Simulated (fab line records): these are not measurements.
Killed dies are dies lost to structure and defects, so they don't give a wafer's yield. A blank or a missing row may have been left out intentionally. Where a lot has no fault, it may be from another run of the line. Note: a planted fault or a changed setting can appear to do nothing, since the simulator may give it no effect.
Which tool is to blame?    flow nand harc    72 wafers from 24 lots sampled at 6 of the route's 1302 steps

WHAT EACH GAUGE READ, for each wafer
Not one reading of a measure or inspect step in the record can be checked against a usual standard deviation.

WHICH TOOL RAN EACH LOT (tool, then ch and the chambers of the sampled wafers, then the start)
lot   NHARC_A_STAIRCASE_STRIP_175           NHARC_A_STAIRCASE_TRIM_196          NHARC_A_STAIRCASE_TRIM_224                     NHARC_A_STAIRCASE_ETCH_225                     NHARC_A_STAIRCASE_TRIM_235                     NHARC_A_STAIRCASE_DEP_280
L074  plasma asher-01 ch 0,1, day 16 03:20  rie diel-09 ch 0,2,3, day 16 06:11  rie diel-09 ch 0,2, day 17 01:27 or earlier    rie diel-09 ch 0,1,3, day 17 01:27 or earlier  rie diel-13 ch 0,1,3, day 17 01:27 or earlier  pecvd-03 ch 0,1, day 17 01:27
L075  plasma asher-02 ch 0,1, day 16 16:43  rie diel-13 ch 0,2,3, day 16 19:19  rie diel-13 ch 0,1, day 17 12:05 or earlier    rie diel-13 ch 0,1,2, day 17 12:05 or earlier  rie diel-04 ch 0,1,2, day 17 12:05 or earlier  pecvd-04 ch 0,1,2, day 17 12:05
L077  plasma asher-02 ch 0,1, day 16 21:36  rie diel-13 ch 0,1,3, day 17 03:01  rie diel-09 ch 0,1,2, day 17 22:02 or earlier  rie diel-09 ch 1,2,3, day 17 22:02 or earlier  rie diel-09 ch 0,1,2, day 17 22:02 or earlier  pecvd-03 ch 0,1,2, day 17 22:02
L076  plasma asher-02 ch 0,1, day 16 22:24  rie diel-04 ch 0,1,3, day 17 01:05  rie diel-04 ch 0,1,3, day 17 18:59 or earlier  rie diel-04 ch 1,2,3, day 17 18:59 or earlier  rie diel-04 ch 0,2,3, day 17 18:59 or earlier  pecvd-03 ch 0,1,2, day 17 18:59
L078  plasma asher-02 ch 0,1, day 17 22:15  rie diel-09 ch 0,3, day 18 00:41    rie diel-09 ch 1,2, day 18 17:40 or earlier    rie diel-09 ch 1,2, day 18 17:40 or earlier    rie diel-09 ch 0,1,3, day 18 17:40 or earlier  pecvd-04 ch 0,1,2, day 18 17:40
L079  plasma asher-01 ch 0,1, day 18 02:57  rie diel-09 ch 0,1,2, day 18 05:38  rie diel-13 ch 0,1, day 18 21:39 or earlier    rie diel-13 ch 1,2, day 18 21:39 or earlier    rie diel-04 ch 0,2, day 18 21:39 or earlier    pecvd-01 ch 1,2, day 18 21:39
L080  plasma asher-01 ch 0,1, day 18 11:10  rie diel-09 ch 0,2,3, day 18 13:52  rie diel-04 ch 0,2, day 19 15:14 or earlier    rie diel-04 ch 0,1,2, day 19 15:14 or earlier  rie diel-04 ch 1,2, day 19 15:14 or earlier    pecvd-04 ch 0,1,2, day 19 15:14
L081  plasma asher-01 ch 0,1, day 18 20:01  rie diel-04 ch 1,2, day 18 23:37    rie diel-09 ch 1,2, day 20 04:25 or earlier    rie diel-09 ch 1,2,3, day 20 04:25 or earlier  rie diel-09 ch 1,3, day 20 04:25 or earlier    pecvd-01 ch 0,1,2, day 20 04:25
L083  plasma asher-01 ch 0,1, day 19 02:17  rie diel-13 ch 0,1,2, day 19 05:22  rie diel-04 ch 1,2,3, day 20 07:59 or earlier  rie diel-04 ch 0,1,3, day 20 07:59 or earlier  rie diel-04 ch 0,2,3, day 20 07:59 or earlier  pecvd-01 ch 0,1,2, day 20 07:59
L082  plasma asher-01 ch 0,1, day 19 07:40  rie diel-13 ch 0,1,2, day 19 11:51  rie diel-09 ch 0,2, day 20 09:48 or earlier    rie diel-09 ch 0,2, day 20 09:48 or earlier    rie diel-13 ch 1,2,3, day 20 09:48 or earlier  pecvd-04 ch 1,2, day 20 09:48
L084  plasma asher-01 ch 0,1, day 19 17:42  rie diel-04 ch 1,2,3, day 19 20:14  rie diel-13 ch 0,1, day 20 19:01 or earlier    rie diel-13 ch 0,3, day 20 19:01 or earlier    rie diel-13 ch 0,1,3, day 20 19:01 or earlier  pecvd-01 ch 0,1,2, day 20 19:01
L086  plasma asher-01 ch 0,1, day 20 13:16  rie diel-13 ch 1,2,3, day 20 15:53  rie diel-13 ch 1,2,3, day 21 08:16 or earlier  rie diel-13 ch 0,2,3, day 21 08:16 or earlier  rie diel-04 ch 0,1,3, day 21 08:16 or earlier  pecvd-01 ch 0,2, day 21 08:16
L085  plasma asher-02 ch 0,1, day 20 14:05  rie diel-13 ch 0,3, day 20 16:50    rie diel-04 ch 1,2,3, day 21 10:06 or earlier  rie diel-04 ch 1,2,3, day 21 10:06 or earlier  rie diel-04 ch 0,1, day 21 10:06 or earlier    pecvd-01 ch 0,1, day 21 10:06
L087  plasma asher-01 ch 1, day 20 22:30    rie diel-04 ch 0,1, day 21 01:10    rie diel-09 ch 0,1, day 21 19:17 or earlier    rie diel-09 ch 0,3, day 21 19:17 or earlier    rie diel-09 ch 0,1, day 21 19:17 or earlier    pecvd-03 ch 0,2, day 21 19:17
L089  plasma asher-01 ch 0,1, day 21 16:19  rie diel-04 ch 0,1, day 21 21:49    rie diel-13 ch 1,2, day 22 16:04 or earlier    rie diel-13 ch 0,1,2, day 22 16:04 or earlier  rie diel-13 ch 2,3, day 22 16:04 or earlier    pecvd-04 ch 1,2, day 22 16:04
L088  plasma asher-01 ch 0,1, day 21 16:47  rie diel-13 ch 0,1,3, day 21 22:26  rie diel-04 ch 0,2,3, day 22 18:14 or earlier  rie diel-04 ch 2,3, day 22 18:14 or earlier    rie diel-04 ch 0,2,3, day 22 18:14 or earlier  pecvd-03 ch 0,1,2, day 22 18:14
L090  plasma asher-02 ch 0,1, day 22 18:38  rie diel-09 ch 1,2,3, day 22 21:40  rie diel-04 ch 0,2,3, day 23 14:08 or earlier  rie diel-04 ch 1,2,3, day 23 14:08 or earlier  rie diel-13 ch 0,1,2, day 23 14:08 or earlier  pecvd-01 ch 0,1, day 23 14:08
L091  plasma asher-02 ch 0,1, day 22 19:04  rie diel-09 ch 0,1,3, day 22 22:10  rie diel-13 ch 1,2,3, day 23 21:16 or earlier  rie diel-13 ch 1,2, day 23 21:16 or earlier    rie diel-09 ch 0,1,2, day 23 21:16 or earlier  pecvd-04 ch 0,1, day 23 21:16
L092  plasma asher-01 ch 0,1, day 23 08:18  rie diel-09 ch 1,2,3, day 23 10:53  rie diel-09 ch 0,1,3, day 24 01:59 or earlier  rie diel-09 ch 0,1, day 24 01:59 or earlier    rie diel-09 ch 2,3, day 24 01:59 or earlier    pecvd-04 ch 0,1, day 24 01:59
L093  plasma asher-02 ch 0,1, day 23 20:22  rie diel-13 ch 0,1,3, day 23 23:04  rie diel-09 ch 0,2,3, day 24 20:26 or earlier  rie diel-09 ch 0,1, day 24 20:26 or earlier    rie diel-09 ch 1,2,3, day 24 20:26 or earlier  pecvd-03 ch 0,2, day 24 20:26
L094  plasma asher-02 ch 0,1, day 24 04:16  rie diel-04 ch 0,1, day 24 06:50    rie diel-13 ch 0,2, day 25 00:52 or earlier    rie diel-13 ch 2,3, day 25 00:52 or earlier    rie diel-09 ch 0,2, day 25 00:52 or earlier    pecvd-03 ch 0,1,2, day 25 00:52
L095  plasma asher-01 ch 0,1, day 24 12:02  rie diel-13 ch 0,1,2, day 24 14:47  rie diel-09 ch 2,3, day 25 07:24 or earlier    rie diel-09 ch 0,2, day 25 07:24 or earlier    rie diel-04 ch 2,3, day 25 07:24 or earlier    pecvd-04 ch 0,2, day 25 07:24
L096  plasma asher-02 ch 0,1, day 25 04:16  rie diel-09 ch 0,2,3, day 25 06:55  rie diel-13 ch 0,1,2, day 25 23:26 or earlier  rie diel-13 ch 0,1,3, day 25 23:26 or earlier  rie diel-13 ch 0,2,3, day 25 23:26 or earlier  pecvd-01 ch 0,1,2, day 25 23:26
L097  plasma asher-01 ch 1, day 25 15:26    rie diel-04 ch 0,1,3, day 25 17:56  rie diel-09 ch 0,3, day 26 09:27 or earlier    rie diel-09 ch 0,1,2, day 26 09:27 or earlier  rie diel-09 ch 1,2, day 26 09:27 or earlier    pecvd-03 ch 0,2, day 26 09:27
- NHARC_A_STAIRCASE_STRIP_175: strips in O2.
- NHARC_A_STAIRCASE_TRIM_196: chemistry O2, time 211.2 s.
- NHARC_A_STAIRCASE_TRIM_224: chemistry O2, time 211.2 s.
- NHARC_A_STAIRCASE_ETCH_225: etches the open film in C4F8/O2, target depth 100 nm, time 40.5 s.
- NHARC_A_STAIRCASE_TRIM_235: chemistry O2, time 211.2 s.
- NHARC_A_STAIRCASE_DEP_280: deposits SiON, target thk 30 nm.

WHAT THE TOOLS THEMSELVES READ (means of the sampled wafers that have a number; where no wafer has one, the mark that the record gives instead)
NHARC_A_STAIRCASE_STRIP_175. Usual: drypump motor current A 5.82 A, standard deviation 0.28; heater power w 334 W, standard deviation 52.
lot   tool             drypump motor current A (A)  heater power w (W)  flag
L074  plasma asher-01  5.77                         364                 
L075  plasma asher-02  6.02                         282                 
L077  plasma asher-02  6.04                         327                 
L076  plasma asher-02  6.01                         278                 
L078  plasma asher-02  6.04                         326                 
L079  plasma asher-01  5.58                         344                 
L080  plasma asher-01  5.75                         363                 
L081  plasma asher-01  5.56                         347                 
L083  plasma asher-01  5.59                         348                 
L082  plasma asher-01  5.56                         349                 
L084  plasma asher-01  5.78                         361                 
L086  plasma asher-01  5.59                         348                 
L085  plasma asher-02  6.02                         285                 
L087  plasma asher-01  5.94                         377                 
L089  plasma asher-01  5.57                         349                 
L088  plasma asher-01  5.76                         359                 
L090  plasma asher-02  6.04                         327                 
L091  plasma asher-02  6.02                         283                 
L092  plasma asher-01  5.59                         355                 
L093  plasma asher-02  6.04                         325                 
L094  plasma asher-02  6.02                         280                 
L095  plasma asher-01  5.56                         356                 
L096  plasma asher-02  6.03                         324                 
L097  plasma asher-01  5.95                         391                 

NHARC_A_STAIRCASE_TRIM_196. Usual: drypump motor current A 5.7 A, standard deviation 0.33; oes product au 0.998 a.u., standard deviation 0.015; rf vpp V 57.8 V, standard deviation 0.79; showerhead plenum p Torr 3.53 Torr, standard deviation 0.16; throttle valve pct 17.038 %, standard deviation 0.0079.
lot   tool         drypump motor current A (A)  oes product au (a.u.)  rf vpp V (V)  showerhead plenum p Torr (Torr)  throttle valve pct (%)  flag
L074  rie diel-09  5.9                          0.997                  57.9          3.62                             17.041                  
L075  rie diel-13  5.3                          0.996                  58.7          3.64                             17.039                  
L077  rie diel-13  5.5                          0.992                  58.3          3.54                             17.030                  
L076  rie diel-04  5.8                          1.012                  57.4          3.53                             17.030                  
L078  rie diel-09  5.6                          1.002                  58.4          3.55                             17.039                  
L079  rie diel-09  6.0                          0.989                  57.9          3.60                             17.040                  
L080  rie diel-09  5.9                          1.001                  57.3          3.61                             17.036                  
L081  rie diel-04  5.5                          0.989                  57.1          3.36                             17.043                  
L083  rie diel-13  5.6                          0.998                  57.4          3.50                             17.044                  
L082  rie diel-13  5.5                          1.001                  57.9          3.50                             17.037                  
L084  rie diel-04  5.7                          0.994                  57.7          3.38                             17.044                  
L086  rie diel-13  5.4                          1.000                  58.0          3.56                             17.033                  
L085  rie diel-13  5.5                          0.999                  57.5          3.58                             17.040                  
L087  rie diel-04  5.6                          1.009                  58.0          3.64                             17.038                  
L089  rie diel-04  5.6                          0.994                  58.0          3.63                             17.037                  
L088  rie diel-13  5.6                          0.995                  57.3          3.52                             17.037                  
L090  rie diel-09  5.8                          0.994                  58.4          3.48                             17.037                  
L091  rie diel-09  5.8                          1.001                  58.4          3.52                             17.037                  
L092  rie diel-09  5.8                          0.999                  57.9          3.48                             17.039                  
L093  rie diel-13  5.6                          1.002                  57.4          3.51                             17.045                  
L094  rie diel-04  5.6                          0.991                  57.7          3.54                             17.029                  
L095  rie diel-13  5.6                          1.001                  58.3          3.47                             17.029                  
L096  rie diel-09  5.9                          0.996                  57.9          3.58                             17.038                  
L097  rie diel-04  5.8                          1.006                  57.9          3.49                             17.041                  

NHARC_A_STAIRCASE_TRIM_224. Usual: drypump motor current A 5.7 A, standard deviation 0.34; oes product au 1.000 a.u., standard deviation 0.014; rf vpp V 57.8 V, standard deviation 0.94; showerhead plenum p Torr 3.52 Torr, standard deviation 0.16; throttle valve pct 17.035 %, standard deviation 0.0091.
lot   tool         drypump motor current A (A)  oes product au (a.u.)  rf vpp V (V)  showerhead plenum p Torr (Torr)  throttle valve pct (%)  flag
L074  rie diel-09  6.1                          0.993                  57.7          3.73                             17.027                  
L075  rie diel-13  5.8                          1.009                  56.8          3.40                             17.035                  
L077  rie diel-09  6.0                          0.998                  58.1          3.61                             17.043                  
L076  rie diel-04  5.8                          1.000                  57.3          3.53                             17.027                  
L078  rie diel-09  6.0                          0.991                  57.2          3.49                             17.037                  
L079  rie diel-13  5.7                          1.009                  57.5          3.46                             17.037                  
L080  rie diel-04  5.6                          1.000                  57.4          3.44                             17.038                  
L081  rie diel-09  6.0                          1.008                  57.5          3.48                             17.027                  
L083  rie diel-04  5.7                          0.997                  57.7          3.38                             17.039                  
L082  rie diel-09  6.1                          0.989                  58.7          3.68                             17.034                  
L084  rie diel-13  5.7                          1.010                  57.3          3.46                             17.036                  
L086  rie diel-13  5.4                          0.993                  57.8          3.56                             17.032                  
L085  rie diel-04  5.7                          0.989                  58.5          3.37                             17.039                  
L087  rie diel-09  5.9                          1.004                  58.0          3.52                             17.036                  
L089  rie diel-13  5.6                          1.018                  57.2          3.43                             17.040                  
L088  rie diel-04  5.8                          0.997                  57.9          3.45                             17.027                  
L090  rie diel-04  5.8                          1.009                  58.0          3.44                             17.038                  
L091  rie diel-13  5.4                          1.003                  58.7          3.55                             17.028                  
L092  rie diel-09  5.8                          0.988                  56.5          3.52                             17.036                  
L093  rie diel-09  5.8                          0.995                  58.8          3.59                             17.034                  
L094  rie diel-13  5.3                          1.009                  57.1          3.58                             17.032                  
L095  rie diel-09  5.9                          0.994                  57.6          3.55                             17.031                  
L096  rie diel-13  5.6                          1.003                  56.8          3.47                             17.043                  
L097  rie diel-09  5.8                          0.998                  57.6          3.62                             17.042                  

NHARC_A_STAIRCASE_ETCH_225. Usual: oes product au 0.941 a.u., standard deviation 0.015; rf vpp V 896 V, standard deviation 5.8.
lot   tool         oes product au (a.u.)  rf vpp V (V)  flag
L074  rie diel-09  0.936                  896           
L075  rie diel-13  0.954                  895           
L077  rie diel-09  0.945                  895           
L076  rie diel-04  0.947                  890           
L078  rie diel-09  0.942                  894           
L079  rie diel-13  0.941                  893           
L080  rie diel-04  0.937                  895           
L081  rie diel-09  0.943                  895           
L083  rie diel-04  0.950                  895           
L082  rie diel-09  0.933                  902           
L084  rie diel-13  0.946                  900           
L086  rie diel-13  0.926                  900           
L085  rie diel-04  0.933                  891           
L087  rie diel-09  0.923                  901           
L089  rie diel-13  0.953                  894           
L088  rie diel-04  0.935                  889           
L090  rie diel-04  0.941                  890           
L091  rie diel-13  0.941                  896           
L092  rie diel-09  0.933                  898           
L093  rie diel-09  0.923                  895           
L094  rie diel-13  0.958                  902           
L095  rie diel-09  0.929                  902           
L096  rie diel-13  0.945                  895           
L097  rie diel-09  0.932                  898           

NHARC_A_STAIRCASE_TRIM_235. Usual: drypump motor current A 5.7 A, standard deviation 0.34; oes product au 0.998 a.u., standard deviation 0.015; rf vpp V 57.7 V, standard deviation 0.99; showerhead plenum p Torr 3.51 Torr, standard deviation 0.16; throttle valve pct 17.036 %, standard deviation 0.0089.
lot   tool         drypump motor current A (A)  oes product au (a.u.)  rf vpp V (V)  showerhead plenum p Torr (Torr)  throttle valve pct (%)  flag
L074  rie diel-13  5.6                          0.989                  57.6          3.54                             17.039                  
L075  rie diel-04  5.6                          1.003                  57.5          3.51                             17.037                  
L077  rie diel-09  6.0                          0.999                  58.0          3.61                             17.034                  
L076  rie diel-04  5.8                          1.003                  57.9          3.47                             17.035                  
L078  rie diel-09  5.8                          0.991                  58.3          3.54                             17.031                  
L079  rie diel-04  5.7                          1.018                  58.0          3.59                             17.041                  
L080  rie diel-04  5.5                          0.988                  56.6          3.36                             17.034                  
L081  rie diel-09  5.6                          1.004                  56.9          3.43                             17.038                  
L083  rie diel-04  5.8                          1.003                  57.7          3.46                             17.036                  
L082  rie diel-13  5.5                          0.997                  57.2          3.57                             17.025                  
L084  rie diel-13  5.6                          0.994                  58.6          3.52                             17.042                  
L086  rie diel-04  5.8                          1.004                  57.5          3.51                             17.047                  
L085  rie diel-04  5.5                          1.002                  58.2          3.55                             17.030                  
L087  rie diel-09  5.9                          0.990                  57.0          3.52                             17.034                  
L089  rie diel-13  5.2                          0.991                  58.3          3.69                             17.030                  
L088  rie diel-04  5.8                          1.003                  57.7          3.45                             17.034                  
L090  rie diel-13  5.5                          1.009                  58.0          3.48                             17.040                  
L091  rie diel-09  6.0                          0.975                  57.8          3.58                             17.032                  
L092  rie diel-09  5.6                          1.007                  57.1          3.49                             17.042                  
L093  rie diel-09  5.8                          0.999                  58.3          3.47                             17.031                  
L094  rie diel-09  6.2                          0.979                  57.6          3.66                             17.044                  
L095  rie diel-04  5.8                          0.998                  57.5          3.65                             17.039                  
L096  rie diel-13  5.3                          1.011                  58.4          3.60                             17.036                  
L097  rie diel-09  6.0                          0.988                  57.9          3.46                             17.032                  

NHARC_A_STAIRCASE_DEP_280. Usual: heater power w 741 W, standard deviation 120; susceptor temp C 399.95 C, standard deviation 0.2.
lot   tool      heater power w (W)  susceptor temp C (C)  flag
L074  pecvd-03  721                 399.92                
L075  pecvd-04  720                 400.14                
L077  pecvd-03  694                 399.96                
L076  pecvd-03  676                 399.76                
L078  pecvd-04  731                 400.13                
L079  pecvd-01  875                 399.91                
L080  pecvd-04  751                 399.87                
L081  pecvd-01  807                 400.14                
L083  pecvd-01  835                 400.02                
L082  pecvd-04  753                 399.78                
L084  pecvd-01  823                 399.82                
L086  pecvd-01  756                 399.84                
L085  pecvd-01  791                 400.01                
L087  pecvd-03  592                 400.11                
L089  pecvd-04  714                 399.94                
L088  pecvd-03  657                 400.08                
L090  pecvd-01  827                 399.83                
L091  pecvd-04  734                 399.81                
L092  pecvd-04  746                 400.05                
L093  pecvd-03  514                 399.94                
L094  pecvd-03  658                 399.96                
L095  pecvd-04  742                 399.88                
L096  pecvd-01  812                 400.01                
L097  pecvd-03  652                 399.93                

THE ANSWER, worked out from the rows above alone
Rule: a lot counts as off when the mean over its wafers that have a number is more than 3 standard deviations away from the usual mean. Also off: a lot with no number at a reading for which 4 or more lots have one. The other lots that the step has rows for count as sound. First the gauges in route order, then the tools' own readings, where a lot's mean is used as printed above. At the first step where some lot is off, the reading lying furthest off is the one used; lots without a number count as furthest.
None of the lots is off at any reading shown; this tells nothing.

WHAT HAD BEEN PUT IN BY THE SIMULATOR
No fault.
